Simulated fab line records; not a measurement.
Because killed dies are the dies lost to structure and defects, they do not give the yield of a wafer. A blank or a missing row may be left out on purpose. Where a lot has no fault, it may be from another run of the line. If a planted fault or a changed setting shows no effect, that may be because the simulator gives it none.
Struck lot and sound lot, side by side || flow n5 finfet || 36 steps out of a route of 1938
Sound: wafers L344.3, L344.4, L344.6. Struck: wafers L348.1, L348.5, L348.6. Last of all comes the cause.
Order at every step that has rows: each side's tool, ch and its chambers, its first start. Under that, the readings that differ: sound wafers || struck wafers || difference of the means || sigmas: that difference in standard deviations of wafers without a fault.
alike: words and numbers the same on both sides, and readings whose means are apart by under 2 such deviations; not compared: readings that were withheld, readings missing a value for some wafer, numbers with overlapping values and no deviation given by the record, and bounds like >300 which may hide the same value.
The two part at a step that has a row with sigmas, a row that says differs or no value, or rows on one side only. Numbers that don't overlap but have no deviation are shown without sigmas and don't part them. A reading that every wafer of one side lacks parts them only if that side has two wafers or more.

first, 7 steps without rows for these wafers: N5_BEOL_M4_CMP_52 (polishes, stops on SiOC, t overpolish 6.8 s, target thk 40 nm); N5_BEOL_M4_PRE_CLEAN_60 (time 15 s); N5_BEOL_M4_CO_CAP_55 (material Co, precursor CCTBA/H2, target thk 2 nm, time 102.1 s); N5_BEOL_M4_PRE_CLEAN_56 (time 15 s); N5_BEOL_M4_DEP_57 (deposits SiCN from 3MS/NH3, target thk 8 nm, time 14 s); N5_BEOL_M5_ILD_DEP_00 (deposits SiCOH lowk from DEMS/porogen, target thk 140.64 nm, time 25.9 s); N5_BEOL_M5_CURE_79 (cures SiCOH lowk, time 240 s).
N5_BEOL_M5_PECVD_70: deposits SiO2 from TEOS/O2, target thk 16 nm, time 18 s.
  sound on pecvd-01 ch 1,2, day 12 10:43; struck on pecvd-01 ch 1,2, day 13 08:40
  alike: heater power w, showerhead plenum p Torr, throttle valve pct
  not compared: since wet clean h
then, 25 steps without rows for these wafers: N5_BEOL_M5_HM_DEP_02 (deposits TiN, target thk 20 nm); N5_BEOL_M5_COAT_59 (time 60 s, resist thk 60 nm); N5_BEOL_M5_COAT_60 (time 60 s, resist thk 12 nm); N5_BEOL_M5_COAT_71 (time 60 s, resist thk 5 nm); N5_BEOL_M5_COAT_05 (resist thk 30 nm); N5_BEOL_M5_EBR_07; N5_BEOL_M5_SOFTBAKE_06 (time 60 s); N5_BEOL_M5_EXPOSE_08 (exposes mask M5, target cd 28 nm); N5_BEOL_M5_PEB_09 (peb time 60 s); N5_BEOL_M5_DEVELOP_10 (develop time 30 s); N5_BEOL_M5_DESCUM_16 (chemistry O2, time 7 s); N5_BEOL_M5_ETCH_72 (etches underlayer in N2/H2, target depth 6.5 nm, time 5.2 s); N5_BEOL_M5_ETCH_61 (etches SiARC in CF4, target depth 15.6 nm, time 26 s); N5_BEOL_M5_ETCH_62 (etches SOC in N2/H2, target depth 75 nm, overetch 15 nm, time 112.5 s); N5_BEOL_M5_STRIP_63 (strips in N2/H2); N5_BEOL_M5_STRIP_73 (strips in N2/H2); N5_BEOL_M5_STRIP_64 (strips in CF4); N5_BEOL_M5_HM_OPEN_17 (chemistry Cl2/BCl3, target TiN, target depth 20 nm, overetch 6 nm); N5_BEOL_M5_STRIP_19 (strips in O2); N5_BEOL_M5_COAT_65 (time 60 s, resist thk 60 nm); N5_BEOL_M5_COAT_66 (time 60 s, resist thk 12 nm); N5_BEOL_M5_COAT_74 (time 60 s, resist thk 5 nm); N5_BEOL_M5_COAT_22 (resist thk 30 nm); N5_BEOL_M5_EBR_24; N5_BEOL_M5_SOFTBAKE_23 (time 60 s).
N5_BEOL_M5_HM_STRIP_39: strips TiN in peroxide tin strip, target depth 25 nm, time 158 s.
  sound on wet bench-01 ch 0,1,3, day 12 13:55; struck on wet bench-04 ch 1,3,4, day 13 13:05
{"reading": "model.SiO2_of_BEOL_M5_PECVD_70.thk nm (nm)", "sound": "16.4 16.4 16.4", "struck": "32.4 32 32.8", "difference": "+16.0", "sigmas": ""}
N5_BEOL_M5_CMP_52: polishes, stops on SiCOH lowk, t overpolish 6.9 s, target thk 62 nm.
  sound on cmp-02 ch 0,2,3, day 12 21:38; struck on cmp-02 ch 0,1,3, day 13 19:28
{"reading": "barrier field endpoint s (s)", "sound": "24.7 25.4 25.5", "struck": "41.4 41.4 41.4", "difference": "+16.2", "sigmas": "+23"}
{"reading": "overpolish run s (s)", "sound": "6.905 6.914 6.877", "struck": "0.040 0.040 0.036", "difference": -6.860, "sigmas": "-99 or more"}
  alike: head pressure psi, motor current A, time to endpoint s
N5_PASSIVATION_PROBE_49:
  rows exist in the record for the sound wafers here (prober-02, day 16 16:23), none for the struck ones

WHERE THEY PART
Last at N5_PASSIVATION_PROBE_49 as far as this record goes, first at N5_BEOL_M5_CMP_52.

WHY: the cause the simulator had injected
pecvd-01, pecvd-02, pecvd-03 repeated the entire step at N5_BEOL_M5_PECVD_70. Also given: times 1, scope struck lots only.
